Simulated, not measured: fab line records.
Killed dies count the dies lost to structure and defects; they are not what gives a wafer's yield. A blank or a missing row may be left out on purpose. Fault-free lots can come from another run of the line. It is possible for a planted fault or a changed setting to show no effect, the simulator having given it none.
Matching of chambers    flow n5Finfet    aldSin-03 running N5_STI_FIN_REVEAL_ALD_14: 4 sister chambers
The step deposits Si3N4, target thk 3 nm. 4 wafers are shown with their chamber, then 7 later ones without.

WAFERS PAIRED WITH THEIR CHAMBERS
wafer   chamber  heaterPowerW (W)
L087.2  2        933
L089.2  3        939
L091.3  0        945
L091.4  1        770

WAFERS WITHOUT THEIR CHAMBER
wafer   heaterPowerW (W)
L091.5  931
L092.1  931
L092.2  969
L092.5  957
L097.1  950
L097.2  763
L097.5  940

CHAMBER TAKEN BY EACH
wafer   from the rows above           in truth
L091.5  can't be placed: 2 or 3 or 0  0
L092.1  can't be placed: 2 or 3 or 0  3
L092.2  can't be placed: 0 or 3 or 2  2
L092.5  can't be placed: 0 or 3 or 2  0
L097.1  can't be placed: 0 or 3 or 2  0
L097.2  1                             1
L097.5  can't be placed: 3 or 0 or 2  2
Placed correctly: 1 of 7. These rows do not allow placing 6 (true chamber among the candidates in 6). 0 placed wrongly.
How it was worked out, from the rows above alone: a wafer's distance from a chamber is the root of the sum, over the readings, of the square of ((its reading less the chamber's mean) divided by the reading's scatter). The wafer belongs to the nearest chamber; if the next one is less than 2 further off, it can't be placed. Each chamber's mean is taken over the wafers shown for it. The scatter: root of mean squared gap, hidden wafer to nearest shown wafer, with one shown wafer a chamber.
